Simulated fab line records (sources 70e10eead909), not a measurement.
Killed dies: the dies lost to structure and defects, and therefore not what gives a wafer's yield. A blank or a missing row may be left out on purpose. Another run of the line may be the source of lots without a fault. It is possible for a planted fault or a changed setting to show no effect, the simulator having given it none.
Code-filled problem report in 8D (eight disciplines) form || flow nand-harc || the parts of the form that need people (team, actions taken, sign-off) are left out

## 1. THE PROBLEM
At NHARC_END_SORT_01, killed-at-periphery averages 639.7 over 3 wafers from 2 lots, while fault-free wafers read 2.6, standard deviation 2.1. That is +99 or more standard deviations from the usual mean.
First observed at day 24 08:51: wafer L498.6, on prober-02. The record holds 6 wafers of 2 lots with a number at this step. Rule for "out", or "out of limits": more than 4 standard deviations from the usual mean. The rest of the wafers with a number are treated as sound.

## 2. WHAT IT IS, WHAT IT ISN'T
{"question": "which readings at this step", "is": "killed-at-periphery, killed-dies", "is not": "killed-at-array, killed-at-other, killed-open, killed-short"}
{"question": "which lots", "is": "L498, L501", "is not": "-"}
{"question": "which wafers of those lots", "is": "L498.6, L501.1, L501.4", "is not": "L498.2, L498.5, L501.3"}
{"question": "read on which gauges", "is": "prober-02", "is not": "-"}
{"question": "when", "is": "from day 24 08:51", "is not": "up to then (2 sound wafers); but 1 sound wafer of L501 came after"}

## 3. THE SUSPECTS, EACH WITH WHAT RULES IT OUT
Counting: if a tool at a process step up to the reading ran every lot that is out, it stays a suspect. Sound lots after the first of them don't rule it out here, since some wafers of a struck lot are sound.
- the gauge at NHARC_END_SORT_01: kept. All the wafers that are out were read on prober-02, and no step on other tools shows them out.
- ald-metal-01 at NHARC_P_CONTACT_ALD_22 (deposits TiN, target thk 3 nm, pulse time 1 s, ald cycles 150): kept. It ran every lot that is out, first L498 (day 9 00:55).
Left after counting: ald-metal-01 at NHARC_P_CONTACT_ALD_22, prober-02 at NHARC_END_SORT_01.

## 4. THE CAUSE (what the simulator had put in)
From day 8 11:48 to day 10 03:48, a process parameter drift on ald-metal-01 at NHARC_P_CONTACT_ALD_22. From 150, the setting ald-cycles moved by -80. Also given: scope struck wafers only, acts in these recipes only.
Counting leaves 2 suspects; this tool is one of them.

## 5. THE CHAIN OF EFFECTS, in route order
Rows list readings where the struck wafers' mean (over those with a number) sits beyond 3 standard deviations from the usual. Only readings whose record carries a usual standard deviation are examined. hours: median over the lots of the time between each lot's start at the first step of this table that gives one and its start at this step. sigmas: the change, counted in usual standard deviations.
{"hours": 0, "step": "NHARC_END_SORT_01", "reading": "killed-at-periphery", "usual": 2.6, "on struck wafers": 639.7, "change": "+637.1", "sigmas": "+99 or more"}
{"hours": 0, "step": "NHARC_END_SORT_01", "reading": "killed-dies", "usual": 31, "on struck wafers": 677, "change": "+646", "sigmas": "+59"}

## 6. HOW IT WOULD HAVE BEEN CAUGHT EARLIER
The first out-of-limits reading at a measuring or inspecting step in this record came at day 24 08:51, 381 hours after the fault's start at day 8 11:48.
An alarm limit of 4 standard deviations would not have fired on the tool readings at NHARC_P_CONTACT_ALD_22 for which the record gives a usual standard deviation, since none of them was out on any struck wafer.
Lots out: 2; all had begun NHARC_P_CONTACT_ALD_22 on ald-metal-01 by day 24 08:51. A hold on the tool at that time would have spared none of them.
